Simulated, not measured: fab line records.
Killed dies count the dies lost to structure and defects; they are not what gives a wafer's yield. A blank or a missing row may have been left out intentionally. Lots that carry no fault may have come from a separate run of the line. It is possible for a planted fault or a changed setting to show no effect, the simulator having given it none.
Which tool was responsible? -- flow nandHarc -- 72 wafers from 24 lots sampled at 4 of the route's 1159 steps

## WHAT THE GAUGES SHOWED, per wafer
NHARC_A_CONTACT_INSPECT_10.
lot,measured,on,rawDefectCount
L074,day 17 02:52,defectInspect-01,16 28 23
L075,day 17 03:21,defectInspect-01,19 12 18
L077,day 17 12:04,defectInspect-02,20 24 27
L076,day 17 12:31,defectInspect-02,9 10 7
L078,day 18 00:28,defectInspect-02,21 8 15
L080,day 18 17:05,defectInspect-01,41 42 35
L081,day 18 19:28,defectInspect-02,16 14 16
L082,day 19 06:17,defectInspect-02,17 16 16
L083,day 19 06:26,defectInspect-01,19 13 19
L084,day 19 11:21,defectInspect-02,28 37 39
L079,day 19 11:53,defectInspect-02,31 45 32
L086,day 19 15:11,defectInspect-01,9 12 11
L088,day 19 15:29,defectInspect-01,49 35 42
L085,day 19 23:36,defectInspect-02,33 59 51
L087,day 20 00:51,defectInspect-01,16 17 11
L089,day 20 14:41,defectInspect-01,23 38 31
L090,day 20 21:55,defectInspect-01,28 44 42
L091,day 21 01:40,defectInspect-01,37 28 28
L092,day 21 03:13,defectInspect-01,8 17 15
L093,day 21 11:37,defectInspect-02,48 46 40
L095,day 21 13:44,defectInspect-01,57 48 50
L094,day 21 14:53,defectInspect-01,12 18 18
L096,day 22 05:49,defectInspect-02,20 19 19
L097,day 23 14:43,defectInspect-02,39 53 44

## WHAT TOOL EACH LOT RAN ON (gives the tool, then ch and the chambers of the sampled wafers, and finally the start)
lot,NHARC_A_CONTACT_ETCH_124,NHARC_A_CONTACT_ETCH_97,NHARC_A_CONTACT_ETCH_106
L074,"harCapEtch-02 ch 0,1, day 16 21:26","rieDiel-11 ch 0,2,3, day 17 00:02 or earlier","rieDiel-11 ch 0,1,3, day 17 00:02"
L075,"harCapEtch-01 ch 0,1, day 16 21:56","rieDiel-11 ch 0,2,3, day 17 00:35 or earlier","rieDiel-11 ch 2,3, day 17 00:35"
L077,"harCapEtch-03 ch 1, day 17 06:08","rieDiel-11 ch 0,1,3, day 17 08:21","rieDiel-13 ch 0,2,3, day 17 08:47"
L076,"harCapEtch-02 ch 0,1, day 17 07:04","rieDiel-11 ch 0,1,3, day 17 09:08","rieDiel-11 ch 1,3, day 17 09:33"
L078,"harCapEtch-02 ch 0,1, day 17 19:08","rieDiel-11 ch 0,1,3, day 17 21:43 or earlier","rieDiel-11 ch 0,2, day 17 21:43"
L080,"harCapEtch-01 ch 0,1, day 18 11:11","rieDiel-11 ch 0,1,3, day 18 14:19 or earlier","rieDiel-11 ch 0,1,3, day 18 14:19"
L081,"harCapEtch-03 ch 0,1, day 18 12:41","rieDiel-11 ch 0,2,3, day 18 15:26 or earlier","rieDiel-11 ch 1,3, day 18 15:26"
L082,"harCapEtch-02 ch 0,1, day 18 21:58","rieDiel-08 ch 0,1,2, day 19 00:22 or earlier","rieDiel-08 ch 1,3, day 19 00:22"
L083,"harCapEtch-03 ch 0,1, day 18 23:44","rieDiel-11 ch 1,2, day 19 02:07 or earlier","rieDiel-11 ch 2,3, day 19 02:07"
L084,"harCapEtch-03 ch 0,1, day 19 05:59","rieDiel-11 ch 1,2, day 19 08:03","rieDiel-11 ch 2,3, day 19 08:28"
L079,"harCapEtch-01 ch 0,1, day 19 06:13","rieDiel-13 ch 0,2, day 19 08:22","rieDiel-11 ch 2,3, day 19 08:57"
L086,"harCapEtch-01 ch 0,1, day 19 09:07","rieDiel-11 ch 1,2, day 19 11:11","rieDiel-13 ch 2,3, day 19 12:04"
L088,"harCapEtch-02 ch 0,1, day 19 10:07","rieDiel-08 ch 1,2,3, day 19 12:40 or earlier","rieDiel-11 ch 1,2,3, day 19 12:40"
L085,"harCapEtch-03 ch 0,1, day 19 18:23","rieDiel-11 ch 2,3, day 19 20:49 or earlier","rieDiel-08 ch 0,1,2, day 19 20:49"
L087,"harCapEtch-02 ch 0,1, day 19 19:22","rieDiel-13 ch 0,2,3, day 19 21:25","rieDiel-11 ch 0,2,3, day 19 21:47"
L089,"harCapEtch-02 ch 0,1, day 20 09:37","rieDiel-13 ch 0,1, day 20 12:01 or earlier","rieDiel-11 ch 1,2,3, day 20 12:01"
L090,"harCapEtch-03 ch 0,1, day 20 14:20","rieDiel-11 ch 1,2,3, day 20 16:47 or earlier","rieDiel-13 ch 0,1, day 20 16:47"
L091,"harCapEtch-01 ch 0,1, day 20 15:56","rieDiel-13 ch 0,2,3, day 20 18:31 or earlier","rieDiel-11 ch 0,1,2, day 20 18:31"
L092,"harCapEtch-03 ch 0,1, day 20 20:44","rieDiel-13 ch 0,1,3, day 20 23:22 or earlier","rieDiel-11 ch 0,2,3, day 20 23:22"
L093,"harCapEtch-01 ch 0,1, day 21 03:35","rieDiel-11 ch 0,1,3, day 21 05:59 or earlier","rieDiel-13 ch 0,1,2, day 21 05:59"
L095,"harCapEtch-02 ch 0,1, day 21 08:14","rieDiel-13 ch 0,2, day 21 10:40 or earlier","rieDiel-08 ch 0,3, day 21 10:40"
L094,"harCapEtch-01 ch 0,1, day 21 09:36","rieDiel-13 ch 1,2,3, day 21 11:40","rieDiel-08 ch 1,2, day 21 12:02"
L096,"harCapEtch-02 ch 0,1, day 22 00:37","rieDiel-11 ch 0,1,3, day 22 03:10 or earlier","rieDiel-11 ch 0,1,3, day 22 03:10"
L097,"harCapEtch-02 ch 0, day 23 05:33","rieDiel-11 ch 0,1, day 23 07:58 or earlier","rieDiel-11 ch 0,1,2, day 23 07:58"
- NHARC_A_CONTACT_ETCH_124: etches the open film in C4F8/O2/Ar, time 140 s, target depth 700 nm.
- NHARC_A_CONTACT_ETCH_97: etches the open film in C4F6/O2, target depth 20 nm, time 10 s.
- NHARC_A_CONTACT_ETCH_106: etches the open film in CF4/O2, target depth 60 nm, overetch 6 nm, time 33 s.

## AS READ BY THE TOOLS THEMSELVES (means over the sampled wafers that have a number; for cases with no such wafer, the mark the record gives instead)
NHARC_A_CONTACT_ETCH_97.
lot,tool,drypumpMotorCurrentA (A),o2FlowSccm (sccm),oesProductAu (a.u.),rfVppV (V),showerheadPlenumPTorr (Torr),throttleValvePct (%)
L074,rieDiel-11,5.8,20.01,1.000,546.3,3.94,26.902
L075,rieDiel-11,5.8,19.99,0.955,547.2,3.94,26.909
L077,rieDiel-11,6.2,20.01,0.963,545.6,3.89,26.908
L076,rieDiel-11,6.2,19.95,0.952,546.5,3.89,26.908
L078,rieDiel-11,6.2,19.93,0.941,546.8,3.89,26.897
L080,rieDiel-11,6.2,20.02,0.946,545.4,3.89,26.903
L081,rieDiel-11,5.8,19.99,0.967,547.5,3.93,26.909
L082,rieDiel-08,6.1,20.03,0.943,545.5,3.86,26.902
L083,rieDiel-11,6.2,19.98,0.948,547.4,3.97,26.908
L084,rieDiel-11,6.2,19.98,0.958,547.9,3.97,26.905
L079,rieDiel-13,5.6,19.96,0.968,545.5,3.82,26.900
L086,rieDiel-11,6.2,19.95,0.966,548.5,3.97,26.911
L088,rieDiel-08,5.9,20.10,0.963,545.3,3.83,26.905
L085,rieDiel-11,5.5,19.91,0.940,547.8,3.98,26.901
L087,rieDiel-13,5.6,19.94,0.950,545.4,3.85,26.907
L089,rieDiel-13,5.3,19.97,0.955,543.3,3.79,26.903
L090,rieDiel-11,6.0,19.93,0.959,547.6,3.93,26.892
L091,rieDiel-13,5.6,19.99,1.004,544.5,3.85,26.905
L092,rieDiel-13,5.4,20.02,1.003,544.0,3.77,26.905
L093,rieDiel-11,6.2,19.99,0.952,545.4,3.88,26.900
L095,rieDiel-13,5.6,19.94,0.992,546.5,3.91,26.911
L094,rieDiel-13,5.5,19.98,0.947,545.9,3.88,26.902
L096,rieDiel-11,6.2,19.93,0.971,545.1,3.88,26.905
L097,rieDiel-11,6.2,20.01,0.941,546.3,3.91,26.903

NHARC_A_CONTACT_ETCH_106.
lot,tool,drypumpMotorCurrentA (A),o2FlowSccm (sccm),oesProductAu (a.u.),rfVppV (V),showerheadPlenumPTorr (Torr),throttleValvePct (%)
L074,rieDiel-11,6.2,19.98,1.001,198.0,1.32,13.395
L075,rieDiel-11,5.5,20.03,0.998,197.7,1.35,13.403
L077,rieDiel-13,5.5,19.98,1.004,197.3,1.31,13.396
L076,rieDiel-11,6.4,20.00,1.003,196.9,1.33,13.398
L078,rieDiel-11,5.8,19.97,1.002,198.7,1.35,13.397
L080,rieDiel-11,6.2,19.97,1.002,197.4,1.32,13.401
L081,rieDiel-11,6.2,20.04,1.008,198.1,1.31,13.391
L082,rieDiel-08,6.1,19.99,1.014,196.6,1.27,13.389
L083,rieDiel-11,5.5,20.05,1.003,198.3,1.35,13.394
L084,rieDiel-11,5.5,19.98,0.997,199.1,1.35,13.404
L079,rieDiel-11,5.8,19.99,1.009,198.2,1.33,13.392
L086,rieDiel-13,5.6,19.99,1.003,197.9,1.34,13.398
L088,rieDiel-11,5.9,19.93,1.011,198.5,1.34,13.398
L085,rieDiel-08,6.0,19.99,1.010,196.6,1.31,13.412
L087,rieDiel-11,5.8,19.95,1.000,197.7,1.34,13.391
L089,rieDiel-11,6.0,19.98,1.012,197.5,1.34,13.397
L090,rieDiel-13,5.4,19.99,0.995,196.6,1.27,13.398
L091,rieDiel-11,6.0,19.97,0.996,197.9,1.35,13.397
L092,rieDiel-11,5.8,20.00,0.987,197.7,1.34,13.393
L093,rieDiel-13,5.4,20.01,1.000,198.1,1.31,13.407
L095,rieDiel-08,6.0,19.94,1.004,197.6,1.31,13.398
L094,rieDiel-08,5.8,20.02,1.004,197.9,1.31,13.395
L096,rieDiel-11,6.2,19.97,0.994,197.5,1.32,13.390
L097,rieDiel-11,6.0,20.04,1.016,198.8,1.34,13.394

## THE ANSWER, worked out from the rows above alone
Rule: the usual values come from the lots themselves. Put in order of their means at a reading, lots are off if they are a third of the lots or fewer, leave a main group of 4 or more, and stand apart from it by a gap of 3 or more times the standard deviation of the main group's means; of several such gaps the widest counts. A main group whose means are all the same, to the digits that the tables above print for the reading, isn't used. A lot without any number at a reading at which 4 lots or more have one is off too. Any other lot the step has rows for is counted as sound. The gauges are gone through in route order, then the tools' own readings, and for those a lot's mean is taken as printed above. The first step at which some lot is off is used, and at that step the reading that is off furthest; a lot without a number counts as furthest.
None of the lots is off at any reading shown; this tells nothing.

## WHAT THE SIMULATOR PUT IN
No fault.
